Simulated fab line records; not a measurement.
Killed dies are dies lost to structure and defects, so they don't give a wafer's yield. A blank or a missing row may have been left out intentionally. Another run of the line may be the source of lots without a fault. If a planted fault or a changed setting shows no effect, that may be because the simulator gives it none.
Which tool is to blame? | flow n5Finfet | 36 wafers sampled from 12 lots at 1 step of a route of 1938

## WHAT THE GAUGES READ, wafer by wafer
N5_BEOL_M8_CD_MEAS_28 targets a cd of 40 nm.
lot  | measured     | on       | cdNm (nm)
L076 | day 9 15:19  | cdSem-01 | 40.11 40.30 40.38
L077 | day 10 05:50 | cdSem-02 | 40.62 40.17 40.03
L079 | day 10 18:38 | cdSem-03 | 39.87 39.79 39.66
L082 | day 11 13:11 | cdSem-02 | 40.20 40.57 39.91
L085 | day 11 19:46 | cdSem-01 | 40.17 40.19 39.80
L084 | day 12 16:39 | cdSem-03 | 40.12 40.25 40.24
L088 | day 13 10:42 | cdSem-01 | 40.31 40.01 39.97
L087 | day 13 10:55 | cdSem-01 | 39.76 40.09 40.10
L091 | day 13 22:18 | cdSem-03 | 40.16 40.09 40.00
L094 | day 14 15:52 | cdSem-01 | 39.87 39.78 40.45
L095 | day 15 01:48 | cdSem-03 | 39.98 39.80 39.76
L097 | day 16 04:04 | cdSem-02 | 40.48 39.96 39.85

## TOOL THAT RAN EACH LOT (tool first, then ch and the chambers of the sampled wafers, then the start)
Record: no process step prior to these readings.

## THE ANSWER, worked out from the rows above alone
Rule: usual is defined by the lots themselves. The widest of any qualifying gaps counts: lots, ordered by their means at a reading, are off when they make up no more than a third of the lots, leave a main group of 4 or more, and stand apart from it by 3 or more times the standard deviation of that group's means. A main group is skipped when, at the precision printed for the reading in the tables above, its means are all equal. Also off: a lot with no number at a reading for which 4 or more lots have one. All remaining lots with rows at the step are treated as sound.
None of the lots is off at any reading shown; this tells nothing.

## WHAT THE SIMULATOR HAD INSERTED
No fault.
